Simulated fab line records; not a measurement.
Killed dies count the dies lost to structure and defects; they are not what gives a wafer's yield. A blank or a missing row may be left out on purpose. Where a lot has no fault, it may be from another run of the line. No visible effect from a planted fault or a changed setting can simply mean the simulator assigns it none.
fab line records ; flow n5_finfet
record lots=6; wafers=18; last_day=18
route steps=1938 shown BEOL_M4@1094 PASSIVATION@1936
lots that met no fault: taken from a fault-free run of the same line
start_h: start of the lot's first displayed wafer, in hours after the record's first day ; wait_h: time in hours since the lot's previous step ; " as in the row above ; L1.1+2: one row covering several wafers at once ; - value missing, or start not given ; * or withheld: withheld ; < > ~ a bound
route shown NAME@n: NAME is a module with steps in the file, n the number in the route of the first one ; usual: mean/standard deviation of fault-free wafers ; same: alike in all rows ; chamber/n: place in a boat ; sites: each site's reading ; _std_site: how widely they spread, as a standard deviation ; _edge_site: inner sites' mean taken away from outer sites' mean ; radius_mm: for every site, how far away it sits from the centre of the wafer ; mask NAME#n: copy n ; behind: the last tool/chamber to shape the wafer ; hold: the reason the lot was held/the length of the hold in hours/how it ended ; device: the n, p or np transistor that did not switch ; end of line: tests of these same wafers at the route's end ; where a step has no rows: the recipe by itself ; killed: not the wafer's yield, but the dies lost to structure and defects at the first sort ; map: a wafer's dies, x killed, . not, _ none there
set.NAME: the setting that was run; set.NAME@STEP: the one run at that earlier step ; model.NAME: the simulator's own value behind a step, which no gauge read
lots at some steps of the route; a table a step, a row a wafer
services: the hour from which a tool's chamber was out of use, counted from the record's first day as start_h (under 0 if before that day), plus the number of hours and why
## steps
# step N5_BEOL_M4_SPUTTER_90
# recipe material=Cu; target_thk_a=45; temp_c=-20; chamber_pressure_pa=0.07; power_w=withheld; time_s=8.29
# step N5_BEOL_M4_ANNEAL_91
# recipe temp_c=400; time_s=240; ambient=vacuum
# step N5_BEOL_M4_SPUTTER_92
# recipe material=Cu; target_thk_a=45; temp_c=-20; chamber_pressure_pa=0.07; power_w=withheld; time_s=8.29
# usual throttle_valve_pct=30.1/0.94
# same time_s=8.29
lot.wafer;tool;chamber;start_h;wait_h;throttle_valve_pct
L701.1;pvd_sputter-02;-;167.86;0.1;30.2
L701.2;pvd_sputter-02;-;167.86;0.1;31.9
L701.5;pvd_sputter-02;-;167.86;0.1;31.6
L704.3;pvd_sputter-01;-;191.53;0.1;30.6
L704.4;pvd_sputter-01;-;191.53;0.1;31.4
L704.5;pvd_sputter-01;-;191.53;0.1;31.1
L717.1;pvd_sputter-02;-;267.46;0.1;29.4
L717.3;pvd_sputter-02;-;267.46;0.1;31.8
L717.5;pvd_sputter-02;-;267.46;0.1;31.7
L720.1;pvd_sputter-03;-;273.52;0.1;28.1
L720.3;pvd_sputter-03;-;273.52;0.1;29.5
L720.6;pvd_sputter-03;-;273.52;0.1;28.2
L718.1;pvd_sputter-03;-;278.18;0.1;29.5
L718.3;pvd_sputter-03;-;278.18;0.1;28.2
L718.6;pvd_sputter-03;-;278.18;0.1;29.7
L721.1;pvd_sputter-02;-;306.96;0.1;29.2
L721.2;pvd_sputter-02;-;306.96;0.1;30.7
L721.6;pvd_sputter-02;-;306.96;0.1;32.0
# step N5_BEOL_M4_ANNEAL_93
# recipe temp_c=400; time_s=240; ambient=vacuum
# step N5_BEOL_M4_SPUTTER_94
# recipe material=Cu; target_thk_a=45; temp_c=-20; chamber_pressure_pa=0.07; power_w=withheld; time_s=8.29
# step N5_BEOL_M4_ANNEAL_95
# recipe temp_c=400; time_s=240; ambient=vacuum
# step N5_BEOL_M4_SPUTTER_96
# recipe material=Cu; target_thk_a=45; temp_c=-20; chamber_pressure_pa=0.07; power_w=withheld; time_s=8.29
# usual throttle_valve_pct=30.1/0.95
# same time_s=8.29
lot.wafer;tool;chamber;start_h;wait_h;throttle_valve_pct
L701.1;pvd_sputter-02;-;168.30;0.1;30.2
L701.2;pvd_sputter-02;-;168.30;0.1;31.5
L701.5;pvd_sputter-02;-;168.30;0.1;31.6
L704.3;pvd_sputter-01;-;191.97;0.1;30.8
L704.4;pvd_sputter-01;-;191.97;0.1;31.5
L704.5;pvd_sputter-01;-;191.97;0.1;31.3
L717.1;pvd_sputter-02;-;267.90;0.1;29.1
L717.3;pvd_sputter-02;-;267.90;0.1;31.8
L717.5;pvd_sputter-02;-;267.90;0.1;32.0
L720.1;pvd_sputter-03;-;273.96;0.1;28.3
L720.3;pvd_sputter-03;-;273.96;0.1;29.9
L720.6;pvd_sputter-03;-;273.96;0.1;28.2
L718.1;pvd_sputter-03;-;278.62;0.1;29.2
L718.3;pvd_sputter-03;-;278.62;0.1;28.5
L718.6;pvd_sputter-03;-;278.62;0.1;29.7
L721.1;pvd_sputter-02;-;307.40;0.1;29.3
L721.2;pvd_sputter-02;-;307.40;0.1;30.7
L721.6;pvd_sputter-02;-;307.40;0.1;31.6
# step N5_BEOL_M4_ECD_50
# recipe material=Cu; target_thk_a=3000
# step N5_BEOL_M4_ANNEAL_51
# recipe temp_c=225; time_s=90; ambient=N2
# usual anneal_temp_c=224.95/0.19; wafer_temp_C_max=225.88/0.24
# same time_s=90
lot.wafer;tool;chamber;start_h;wait_h;anneal_temp_c;wafer_temp_C_max
L701.1;rtp_anneal-01;0;168.49;0.1;224.99;225.75
L701.2;rtp_anneal-01;0;168.49;0.1;225.03;225.99
L701.5;rtp_anneal-01;0;168.49;0.1;225.20;225.94
L704.3;rtp_anneal-02;0;192.25;0.1;225.18;226.22
L704.4;rtp_anneal-02;0;192.25;0.1;225.20;225.78
L704.5;rtp_anneal-02;0;192.25;0.1;225.05;225.70
L717.1;rtp_anneal-01;0;268.19;0.2;224.90;225.69
L717.3;rtp_anneal-01;0;268.19;0.2;225.12;226.06
L717.5;rtp_anneal-01;0;268.19;0.2;225.00;225.78
L720.1;rtp_anneal-02;0;274.17;0.1;224.79;225.55
L720.3;rtp_anneal-02;0;274.17;0.1;224.92;225.99
L720.6;rtp_anneal-02;0;274.17;0.1;225.16;225.87
L718.1;rtp_anneal-02;0;278.82;0.1;224.94;225.62
L718.3;rtp_anneal-02;0;278.82;0.1;224.92;225.97
L718.6;rtp_anneal-02;0;278.82;0.1;225.12;226.17
L721.1;rtp_anneal-02;0;307.59;0.1;224.62;226.07
L721.2;rtp_anneal-02;0;307.59;0.1;224.84;225.62
L721.6;rtp_anneal-02;0;307.59;0.1;224.95;225.70
# step N5_BEOL_M4_CMP_52
# recipe stop_on=SiOC; t_overpolish_s=6.8; down_force_psi=1; platen_rpm=50; clearing_platen_down_force_psi=1.5; clearing_platen_rpm=50; post_cmp_clean=cu_alkaline; target_thk_nm=40; clearing_platen_pad_velocity_m_s=0.99484; pad_velocity_m_s=0.99484
# usual barrier_field_endpoint_s=24.7/0.66; motor_current_A=6.2/0.53; overpolish_run_s=6.799/0.0096; platen_rpm=49.998/0.029; time_to_endpoint_s=62/3.3
# same t_overpolish_s=6.8
lot.wafer;tool;chamber;start_h;wait_h;barrier_field_endpoint_s;motor_current_A;overpolish_run_s;platen_rpm;time_to_endpoint_s
L701.1;cmp-01;0;168.79;0.3;24.0;6.2;6.799;49.940;57
L701.2;cmp-01;3;168.79;0.3;23.5;6.0;6.786;49.976;56
L701.5;cmp-01;0;168.79;0.3;23.8;6.4;6.797;49.971;55
L704.3;cmp-01;2;192.47;0.2;25.8;5.6;6.789;50.001;66
L704.4;cmp-01;1;192.47;0.2;24.5;6.8;6.799;49.989;58
L704.5;cmp-01;3;192.47;0.2;24.9;6.2;6.800;50.062;58
L717.1;cmp-04;1;268.76;0.5;23.8;6.8;6.800;50.008;63
L717.3;cmp-04;0;268.76;0.5;26.0;5.9;6.794;49.948;71
L717.5;cmp-04;1;268.76;0.5;24.3;6.8;6.805;50.018;62
L720.3;cmp-01;3;274.48;0.2;24.5;6.1;6.803;50.012;63
L720.1;cmp-01;0;274.48;0.2;24.3;6.4;6.789;50.009;61
L720.6;cmp-01;0;274.48;0.2;24.0;6.4;6.803;49.965;59
L718.1;cmp-02;0;279.11;0.3;23.9;6.9;6.780;50.013;57
L718.3;cmp-02;1;279.11;0.3;24.6;6.0;6.790;50.013;61
L718.6;cmp-02;1;279.11;0.3;24.4;5.9;6.803;49.978;61
L721.1;cmp-02;2;308.32;0.7;23.8;6.6;6.799;50.026;61
L721.2;cmp-02;0;308.32;0.7;24.3;7.1;6.814;49.960;61
L721.6;cmp-02;3;308.32;0.7;24.9;6.5;6.798;49.987;64
# step N5_BEOL_M4_THK_MEAS_53
# recipe thk_meas_gauge=xrf; reads=Cu_of_BEOL_M4_ECD_50
# usual M4_THK=39.5/1.4
lot.wafer;tool;chamber;start_h;wait_h;M4_THK[nm]
L701.1;film_metro-01;-;169.09;-;38.3
L701.2;film_metro-01;-;169.09;-;38.2
L701.5;film_metro-01;-;169.09;-;37.4
L704.3;film_metro-01;-;192.77;-;39.3
L704.4;film_metro-01;-;192.77;-;37.5
L704.5;film_metro-01;-;192.77;-;38.7
L717.1;film_metro-02;-;269.05;-;40.9
L717.3;film_metro-02;-;269.05;-;40.3
L717.5;film_metro-02;-;269.05;-;40.4
L720.1;film_metro-02;-;274.78;-;38.2
L720.3;film_metro-02;-;274.78;-;40.8
L720.6;film_metro-02;-;274.78;-;39.8
L718.1;film_metro-01;-;279.41;-;38.6
L718.3;film_metro-01;-;279.41;-;39.5
L718.6;film_metro-01;-;279.41;-;38.8
L721.1;film_metro-01;-;308.61;-;38.8
L721.2;film_metro-01;-;308.61;-;39.9
L721.6;film_metro-01;-;308.61;-;40.3
# step N5_BEOL_M4_PRE_CLEAN_60
# recipe gas=NH3/H2; time_s=15; temp_c=*; rf_power_w=300
# usual heater_power_w=77/8.5
# same time_s=15
lot.wafer;tool;chamber;start_h;wait_h;heater_power_w
L701.1;cvd_co-02;2;169.12;0.0;88
L701.2;cvd_co-02;0;169.12;0.0;72
L701.5;cvd_co-02;2;169.12;0.0;89
L704.3;cvd_co-02;1;192.81;0.0;81
L704.4;cvd_co-02;2;192.81;0.0;88
L704.5;cvd_co-02;1;192.81;0.0;81
L717.1;cvd_co-01;1;269.14;0.1;63
L717.3;cvd_co-01;0;269.14;0.1;83
L717.5;cvd_co-01;2;269.14;0.1;77
L720.1;cvd_co-02;1;274.82;0.0;79
L720.3;cvd_co-02;0;274.82;0.0;72
L720.6;cvd_co-02;2;274.82;0.0;90
L718.1;cvd_co-02;2;279.44;0.0;91
L718.3;cvd_co-02;0;279.44;0.0;70
L718.6;cvd_co-02;2;279.44;0.0;90
L721.1;cvd_co-02;2;308.65;0.0;89
L721.2;cvd_co-02;0;308.65;0.0;71
L721.6;cvd_co-02;2;308.65;0.0;90
# step N5_BEOL_M4_CO_CAP_55
# recipe material=Co; target_thk_a=20; temp_c=200; precursor=CCTBA/H2; pressure_torr=30; time_s=102.1
# usual chamber_pressure_Torr=30.00/0.072; heater_power_outer_w=119/9.6; heater_power_w=226/11; time_s=102.1/0
lot.wafer;tool;chamber;start_h;wait_h;chamber_pressure_Torr;heater_power_outer_w;heater_power_w;time_s
L701.1;cvd_co-02;2;169.16;0.0;29.98;131;243;102.1
L701.2;cvd_co-02;0;169.16;0.0;29.99;120;217;102.1
L701.5;cvd_co-02;2;169.16;0.0;30.05;128;241;102.1
L704.3;cvd_co-02;1;192.85;0.0;29.98;121;233;102.1
L704.4;cvd_co-02;2;192.85;0.0;30.09;131;233;102.1
L704.5;cvd_co-02;1;192.85;0.0;30.02;122;229;102.1
L717.1;cvd_co-01;1;269.18;0.0;-;-;-;-
L717.3;cvd_co-01;0;269.18;0.0;-;-;-;-
L717.5;cvd_co-01;2;269.18;0.0;-;-;-;-
L720.1;cvd_co-02;1;274.86;0.0;29.94;123;229;102.1
L720.3;cvd_co-02;0;274.86;0.0;30.00;119;216;102.1
L720.6;cvd_co-02;2;274.86;0.0;29.83;133;243;102.1
L718.1;cvd_co-02;2;279.48;0.0;-;-;-;-
L718.3;cvd_co-02;0;279.48;0.0;-;-;-;-
L718.6;cvd_co-02;2;279.48;0.0;-;-;-;-
L721.1;cvd_co-02;2;308.69;0.0;29.87;126;242;102.1
L721.2;cvd_co-02;0;308.69;0.0;30.03;116;215;102.1
L721.6;cvd_co-02;2;308.69;0.0;29.88;128;242;102.1
# step N5_BEOL_M4_PRE_CLEAN_56
# recipe gas=NH3; time_s=15; temp_c=withheld; rf_power_w=300
# step N5_BEOL_M4_RC_MEAS_101
# usual DIBL_N=36.0/2; DIBL_P=36.2/2.2; IOFF_N=0.16/0.034; IOFF_P=0.21/0.04; ION_N=675/12; ION_P=463/7.2; SS_N=71.6/0.6; SS_P=73.3/0.67; VT_N=250/3; VT_P=-251/3.4
lot.wafer;tool;chamber;start_h;wait_h;DIBL_N[mV/V];DIBL_P[mV/V];IOFF_N[nA/um];IOFF_P[nA/um];ION_N[uA/um];ION_P[uA/um];SS_N[mV/dec];SS_P[mV/dec];VT_N[mV];VT_P[mV]
L701.1;prober-02;0;169.40;0.0;35.4;35.1;0.12;0.18;658;455;71.6;73.5;254;-256
L701.2;prober-02;0;169.40;0.0;35.6;35.1;0.13;0.20;655;459;71.9;73.0;253;-251
L701.5;prober-02;0;169.40;0.0;34.1;33.7;0.10;0.17;645;454;71.2;73.1;253;-255
L704.3;prober-02;0;193.42;0.3;38.2;38.8;0.21;0.26;674;462;72.1;73.4;249;-250
L704.4;prober-02;0;193.42;0.3;37.9;37.7;0.18;0.22;664;453;72.9;73.0;251;-252
L704.5;prober-02;0;193.42;0.3;39.4;39.9;0.23;0.26;684;467;73.2;73.9;250;-246
L717.1;prober-01;0;269.45;0.0;36.9;36.5;0.16;0.23;674;466;71.4;73.1;249;-247
L717.3;prober-01;0;269.45;0.0;36.6;35.6;0.17;0.22;681;469;72.0;72.8;247;-246
L717.5;prober-01;0;269.45;0.0;34.9;35.4;0.14;0.22;677;467;71.0;72.6;250;-247
L720.1;prober-02;0;275.12;0.0;36.4;37.5;0.16;0.25;663;456;72.0;73.2;252;-248
L720.3;prober-02;0;275.12;0.0;34.7;35.6;0.16;0.24;686;474;70.8;73.3;248;-246
L720.6;prober-02;0;275.12;0.0;34.4;34.8;0.14;0.22;673;468;71.6;73.2;252;-248
L718.1;prober-02;0;279.72;0.0;32.4;32.5;0.10;0.16;649;453;70.5;71.9;257;-255
L718.3;prober-02;0;279.72;0.0;36.2;36.1;0.16;0.20;675;463;71.2;72.9;252;-252
L718.6;prober-02;0;279.72;0.0;36.1;35.8;0.14;0.19;668;459;71.6;73.3;253;-252
L721.1;prober-02;0;308.93;0.0;38.3;37.7;0.18;0.22;672;460;71.9;73.9;252;-249
L721.2;prober-02;0;308.93;0.0;36.7;36.8;0.16;0.21;687;472;72.0;73.7;250;-248
L721.6;prober-02;0;308.93;0.0;37.5;37.7;0.17;0.23;670;466;72.0;74.0;253;-251
# step N5_PASSIVATION_PROBE_49
# usual defect_limited_yield=91.5/1.5; killed_at_M0_to_M3=33/10; killed_at_M4_up=15/6.4; killed_at_contacts=12/5.4; killed_at_front_end=38/9.8; killed_at_other=4/3.1; killed_dies=101/18; killed_open=67/14; killed_short=33/7.9; sort_bin_5_function=5.0/1; sort_bin_6_memory=3.2/0.67; sort_n_pass=1079/18; sort_yield_pct=91.5/1.5
# same gross_dies=1180; killed_at_back_side=0; sort_bin_4_leakage[%]=0; sort_bin_8_speed[%]=0
lot.wafer;tool;chamber;start_h;wait_h;defect_limited_yield[%];killed_at_M0_to_M3;killed_at_M4_up;killed_at_contacts;killed_at_front_end;killed_at_other;killed_dies;killed_open;killed_short;sort_bin_5_function[%];sort_bin_6_memory[%];sort_n_pass;sort_yield_pct[%]
L701.1;prober-02;-;268.29;0.0;90.3;39;26;18;31;0;114;88;25;6.2;3.2;1066;90.3
L701.2;prober-02;-;268.34;0.1;89.9;42;18;11;44;4;119;72;47;5.8;3.6;1061;89.9
L701.5;prober-02;-;268.49;0.2;91.4;35;11;17;39;0;102;60;42;4.4;3.6;1078;91.4
L704.3;prober-01;-;300.88;0.1;91.7;17;14;17;46;4;98;65;33;4.8;3.2;1082;91.7
L704.4;prober-01;-;300.93;0.2;93.7;7;10;17;36;4;74;54;20;3.8;2.4;1106;93.7
L704.5;prober-01;-;300.98;0.2;91.0;31;3;22;48;2;106;76;30;4.6;3.9;1074;91.0
L718.1;prober-02;-;404.45;0.0;91.1;45;7;8;42;3;105;68;34;5.3;3.3;1075;91.1
L718.3;prober-02;-;404.55;0.1;91.8;21;14;12;37;13;97;59;35;4.5;3.2;1083;91.8
# killed by level:class
L701.1 BEOL_M4:geometric_particle:open=18 MOL_CONTACT_COAG:geometric_particle:open=14 BEOL_M0_SAQP:geometric_particle:open=8 BEOL_M3:geometric_particle:open=8 BEOL_M0_SAQP:geometric_particle:short=7 BEOL_M1:geometric_particle:open=6 BEOL_M2:geometric_particle:open=6 STI_FIN_REVEAL:geometric_particle:open=5
L701.2 BEOL_M4:geometric_particle:open=10 BEOL_M1:geometric_particle:open=10 MOL_CONTACT_COAG:geometric_particle:open=9 FIN_SAQP:geometric_particle:short=8 BEOL_M3:geometric_particle:short=8 BEOL_M3:geometric_particle:open=7 STI_FIN_REVEAL:geometric_particle:open=6 GATE_CUT:geometric_particle:short=6
L701.5 MOL_CONTACT_COAG:geometric_particle:open=13 BEOL_M2:geometric_particle:open=9 GATE_CUT:geometric_particle:short=7 FIN_SAQP:geometric_particle:short=6 BEOL_M0_SAQP:geometric_particle:short=6 BEOL_M3:geometric_particle:short=6 BEOL_M3:geometric_particle:open=6 GATE_CUT:geometric_particle:open=5
L704.3 MOL_CONTACT_COAG:geometric_particle:open=15 FIN_SAQP:geometric_particle:open=10 FIN_SAQP:geometric_particle:short=6 BEOL_M0_SAQP:geometric_particle:short=6 BEOL_M4:geometric_particle:open=6 ILD0:geometric_particle:short=5 FIN_CUT:geometric_particle:open=3 STI_FIN_REVEAL:geometric_particle:open=3
L704.4 MOL_CONTACT_COAG:geometric_particle:open=17 STI_FIN_REVEAL:geometric_particle:open=10 GATE_CUT:geometric_particle:short=5 BEOL_M4:geometric_particle:open=5 FIN_SAQP:geometric_particle:open=4 STARTING-WAFER:geometric_particle:short=4 DUMMY_GATE:geometric_particle:open=3 GATE_CUT:geometric_particle:open=3
L704.5 FIN_SAQP:geometric_particle:open=18 MOL_CONTACT_COAG:geometric_particle:open=18 BEOL_M3:geometric_particle:open=12 STI_FIN_REVEAL:geometric_particle:open=8 BEOL_M0_SAQP:geometric_particle:open=8 DUMMY_GATE:geometric_particle:short=4 MOL_CONTACT_COAG:geometric_particle:short=4 BEOL_M1:geometric_particle:short=4
L718.1 BEOL_M0_SAQP:geometric_particle:open=9 STI_FIN_REVEAL:geometric_particle:open=8 MOL_CONTACT_COAG:geometric_particle:open=7 BEOL_M2:geometric_particle:open=7 FIN_SAQP:geometric_particle:open=6 FIN_SAQP:geometric_particle:short=6 BEOL_M1:geometric_particle:short=6 STARTING-WAFER:geometric_particle:open=6
L718.3 MOL_CONTACT_COAG:geometric_particle:open=12 BEOL_M1:geometric_particle:open=9 STI_FIN_REVEAL:geometric_particle:open=7 GATE_CUT:geometric_particle:short=7 BEOL_M0_SAQP:geometric_particle:short=5 BEOL_M4:geometric_particle:open=5 BEOL_M7:geometric_particle:open=4 MIM_TOP:geometric_particle:short=4
## services
tool;chamber;start_h;hours;kind
rtp_anneal-02;-;144.60;0.8;pm
cmp-04;-;174.90;6.6;pm
cmp-01;-;192.95;5.0;pm
cmp-02;-;197.13;4.0;pm
cmp-02;-;201.13;-;consumable_replace:conditioner
cmp-02;-;201.13;-;consumable_replace:pad
cmp-01;-;208.40;13.1;pm
cmp-02;-;216.47;0.3;repair
cmp-01;-;228.56;6.6;pm
cvd_co-01;2;231.13;12.4;repair
cmp-01;-;263.20;0.5;repair
pvd_sputter-01;-;272.12;7.8;repair
cmp-01;-;295.25;2.0;repair
cmp-02;-;296.23;6.5;repair
cmp-01;-;306.26;4.0;pm
cmp-04;-;306.53;4.0;pm
## key
first_sign step=N5_BEOL_M4_CO_CAP_55; reading=tool_record; direction=missing
effect none on later readings
met_at N5_BEOL_M4_CO_CAP_55
struck_wafers L717.1,L717.3,L717.5,L718.1,L718.3,L718.6
onset_between 192.85 269.18
fault kind=skipped_step_whole; tool=cvd_co-01,cvd_co-02; chamber=-; onset_h=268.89; steps=N5_BEOL_M4_CO_CAP_55; scope=struck_lots_only
